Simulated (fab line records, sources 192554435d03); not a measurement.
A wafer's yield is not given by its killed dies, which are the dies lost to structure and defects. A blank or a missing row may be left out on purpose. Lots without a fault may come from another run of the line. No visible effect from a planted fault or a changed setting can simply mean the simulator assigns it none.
Which tool did it?    flow n5Finfet    Sampling: 10 lots, 29 wafers, 5 of 1938 route steps

WHAT THE GAUGES READ, wafer by wafer
The record holds no reading of a measuring or inspecting step that can be judged against a usual standard deviation.

TOOL THAT RAN EACH LOT (tool first, then ch and the chambers of the sampled wafers, then the start)
lot   N5_BEOL_M14_DESCUM_15              N5_BEOL_M14_STRIP_63                          N5_BEOL_M14_ETCH_67                N5_BEOL_M14_DEGAS_41         N5_PASSIVATION_PROBE_49
L891  rieDiel-03 ch 2,3, day 11 05:32    rieDiel-03 ch 2,3, day 11 06:26 or earlier    rieDiel-03 ch 0,1,3, day 11 06:26  pvdSputter-03, day 11 07:37  -
L894  rieDiel-03 ch 1,3, day 12 13:31    rieDiel-03 ch 1,3, day 12 14:25 or earlier    rieDiel-03 ch 1,2, day 12 14:25    pvdSputter-02, day 12 16:29  -
L895  rieDiel-03 ch 1,2, day 13 01:21    rieDiel-03 ch 1,2, day 13 02:22 or earlier    rieDiel-06 ch 1,2,3, day 13 02:22  pvdSputter-01, day 13 04:35  -
L900  rieDiel-03 ch 1,2,3, day 13 21:16  rieDiel-03 ch 1,2,3, day 13 22:10 or earlier  rieDiel-06 ch 0,1,2, day 13 22:10  pvdSputter-01, day 14 00:34  -
L907  rieDiel-05 ch 0,1, day 16 01:01    rieDiel-05 ch 0,1, day 16 02:08 or earlier    rieDiel-03 ch 1,2, day 16 02:08    pvdSputter-03, day 16 04:29  prober-01, day 17 00:28
L908  rieDiel-06 ch 0,2,3, day 16 01:42  rieDiel-06 ch 0,2,3, day 16 02:43 or earlier  rieDiel-06 ch 1,3, day 16 02:43    pvdSputter-01, day 16 04:32  -
L909  rieDiel-06 ch 1,2,3, day 16 20:14  rieDiel-06 ch 1,2,3, day 16 21:07 or earlier  rieDiel-03 ch 0,1,3, day 16 21:07  pvdSputter-03, day 16 22:49  -
L910  rieDiel-03 ch 0,1,2, day 17 01:22  rieDiel-03 ch 0,1,2, day 17 02:34 or earlier  rieDiel-03 ch 1,2, day 17 02:34    pvdSputter-01, day 17 05:30  -
L912  rieDiel-05 ch 0,1,3, day 17 04:58  rieDiel-05 ch 0,1,3, day 17 05:59 or earlier  rieDiel-06 ch 1,2, day 17 05:59    pvdSputter-01, day 17 10:49  -
L913  rieDiel-06 ch 0,1,2, day 17 14:34  rieDiel-06 ch 0,1,2, day 17 15:29 or earlier  rieDiel-05 ch 0,2,3, day 17 15:29  pvdSputter-02, day 17 22:20  -
- N5_BEOL_M14_DESCUM_15: chemistry O2, time 7.9 s.
- N5_BEOL_M14_STRIP_63: strips in O2.
- N5_BEOL_M14_ETCH_67: etches SiARC in CF4, target depth 143 nm, time 238.3 s.
- N5_BEOL_M14_DEGAS_41: time 60 s.
- N5_PASSIVATION_PROBE_49

WHAT THE TOOLS THEMSELVES READ (means of the sampled wafers that have a number; where no wafer has one, the mark that the record gives instead)
N5_BEOL_M14_DESCUM_15. Usual: drypumpMotorCurrentA 5.8 A, standard deviation 0.38; oesProductAu 0.84 a.u., standard deviation 0.08; rfVppV 243.5 V, standard deviation 2; showerheadPlenumPTorr 2.12 Torr, standard deviation 0.11; throttleValvePct 20.39 %, standard deviation 0.24.
lot   tool        drypumpMotorCurrentA (A)  oesProductAu (a.u.)  rfVppV (V)  showerheadPlenumPTorr (Torr)  throttleValvePct (%)  flag
L891  rieDiel-03  6.1                       0.75                 242.9       2.09                          20.67                 
L894  rieDiel-03  6.0                       0.78                 244.9       2.16                          20.67                 
L895  rieDiel-03  6.1                       0.77                 240.7       1.98                          20.71                 
L900  rieDiel-03  6.1                       0.77                 243.0       2.06                          20.71                 
L907  rieDiel-05  5.6                       0.95                 245.2       2.23                          20.23                 
L908  rieDiel-06  6.1                       0.81                 242.5       2.02                          20.36                 
L909  rieDiel-06  6.1                       0.82                 243.1       2.09                          20.33                 
L910  rieDiel-03  5.9                       0.81                 241.7       2.02                          20.53                 
L912  rieDiel-05  5.7                       0.89                 245.7       2.22                          20.22                 
L913  rieDiel-06  5.8                       0.81                 242.6       2.08                          20.37                 

N5_BEOL_M14_STRIP_63. Usual: drypumpMotorCurrentA 5.8 A, standard deviation 0.38; oesProductAu 0.84 a.u., standard deviation 0.081; rfVppV 3.6 V, standard deviation 0.92; showerheadPlenumPTorr 2.12 Torr, standard deviation 0.11; throttleValvePct 16.61 %, standard deviation 0.23.
lot   tool        drypumpMotorCurrentA (A)  oesProductAu (a.u.)  rfVppV (V)  showerheadPlenumPTorr (Torr)  throttleValvePct (%)  flag
L891  rieDiel-03  6.2                       0.75                 3.9         2.10                          16.92                 
L894  rieDiel-03  6.1                       0.78                 3.6         2.16                          16.88                 
L895  rieDiel-03  6.1                       0.77                 4.0         1.98                          16.96                 
L900  rieDiel-03  6.1                       0.77                 3.9         2.07                          16.94                 
L907  rieDiel-05  5.7                       0.94                 4.0         2.23                          16.43                 
L908  rieDiel-06  6.2                       0.82                 3.8         2.03                          16.57                 
L909  rieDiel-06  6.1                       0.83                 3.5         2.09                          16.56                 
L910  rieDiel-03  5.9                       0.80                 4.1         2.02                          16.77                 
L912  rieDiel-05  5.7                       0.89                 3.6         2.22                          16.44                 
L913  rieDiel-06  5.8                       0.80                 4.5         2.08                          16.62                 

N5_BEOL_M14_ETCH_67. Usual: drypumpMotorCurrentA 5.9 A, standard deviation 0.38; etchRfOnTimeS 236 s, standard deviation 3.8; oesProductAu 0.70 a.u., standard deviation 0.068; rfVppV 184.1 V, standard deviation 1.6; showerheadPlenumPTorr 2.15 Torr, standard deviation 0.1; throttleValvePct 15.57 %, standard deviation 0.23.
lot   tool        drypumpMotorCurrentA (A)  etchRfOnTimeS (s)  oesProductAu (a.u.)  rfVppV (V)  showerheadPlenumPTorr (Torr)  throttleValvePct (%)  flag
L891  rieDiel-03  5.9                       236                0.67                 184.7       2.18                          15.77                 
L894  rieDiel-03  6.0                       234                0.70                 183.2       2.10                          15.85                 
L895  rieDiel-06  6.0                       234                0.74                 183.4       2.14                          15.42                 
L900  rieDiel-06  5.8                       237                0.71                 183.7       2.13                          15.51                 
L907  rieDiel-03  6.0                       297                0.61                 182.4       2.06                          15.92                 OFF
L908  rieDiel-06  6.1                       240                0.69                 184.5       2.13                          15.48                 
L909  rieDiel-03  5.9                       252                0.68                 184.1       2.16                          15.68                 OFF
L910  rieDiel-03  6.1                       259                0.61                 182.4       2.02                          15.97                 OFF
L912  rieDiel-06  6.0                       232                0.71                 184.2       2.13                          15.49                 
L913  rieDiel-05  5.5                       237                0.73                 186.5       2.26                          15.52                 

N5_BEOL_M14_DEGAS_41. Usual: heaterPowerW 472 W, standard deviation 40.
lot   tool           heaterPowerW (W)  flag
L891  pvdSputter-03  460               
L894  pvdSputter-02  481               
L895  pvdSputter-01  521               
L900  pvdSputter-01  485               
L907  pvdSputter-03  494               
L908  pvdSputter-01  491               
L909  pvdSputter-03  482               
L910  pvdSputter-01  496               
L912  pvdSputter-01  497               
L913  pvdSputter-02  483               

N5_PASSIVATION_PROBE_49. Usual: defectLimitedYield 91.1 %, standard deviation 1.5; killed_at_M0_to_M3 35, standard deviation 9.5; killed_at_M4_up 13, standard deviation 5.2; killedAtContacts 12, standard deviation 6.1; killedAtFrontEnd 41, standard deviation 14; killedAtOther 3.8, standard deviation 2.9; killedDies 105, standard deviation 17; killedOpen 70, standard deviation 13; killedShort 33, standard deviation 8.4; sort_bin_5_function 5.1 %, standard deviation 0.97; sort_bin_6_memory 3.4 %, standard deviation 0.69; sort_bin_8_speed 0.00 %, standard deviation 0.007; sortNPass 1075, standard deviation 17; sortYieldPct 91.1 %, standard deviation 1.5.
lot   tool       defectLimitedYield (%)  killed_at_M0_to_M3  killed_at_M4_up  killedAtContacts  killedAtFrontEnd  killedAtOther  killedDies  killedOpen  killedShort  sort_bin_5_function (%)  sort_bin_6_memory (%)  sort_bin_8_speed (%)  sortNPass  sortYieldPct (%)  flag
L907  prober-01  91.5                    36                  11               8                 41                3.0            100         62          36           4.8                      3.4                    0.00                  1080       91.5              

THE ANSWER, worked out from the rows above alone
Rule: a lot counts as off when the mean over its wafers that have a number is more than 3 standard deviations away from the usual mean. Also off: a lot with no number at a reading for which 4 or more lots have one. Any other lot the step has rows for is counted as sound. The gauges are gone through in route order, then the tools' own readings, and for those a lot's mean is taken as printed above. The first step at which some lot is off is used, and at that step the reading that is off furthest; a lot without a number counts as furthest.
Off at N5_BEOL_M14_ETCH_67 (etchRfOnTimeS): L907, L909, L910.
A tool fits if, at that step or a process step before it, it ran every lot that is off, and no sound lot after the first of them. N5_BEOL_M14_STRIP_63 gives no start for some lots, so the hours and the order of its lots are those of N5_BEOL_M14_ETCH_67. One fits: rieDiel-03 at N5_BEOL_M14_ETCH_67. A fault onset in the window from L894 (day 12 14:25, its last sound lot) to L907 (day 16 02:08, its first lot off) fits.
On the lots that are off, the tool's own readings at N5_BEOL_M14_ETCH_67 differ by more than 5 times the standard deviation of the sound lots' means, which bears it out; etchRfOnTimeS reads 269 s there versus 236 s on the sound lots.

WHAT HAD BEEN PUT IN BY THE SIMULATOR
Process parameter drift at N5_BEOL_M14_ETCH_67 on rieDiel-03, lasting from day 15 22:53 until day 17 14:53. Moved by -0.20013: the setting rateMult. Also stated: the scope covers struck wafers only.
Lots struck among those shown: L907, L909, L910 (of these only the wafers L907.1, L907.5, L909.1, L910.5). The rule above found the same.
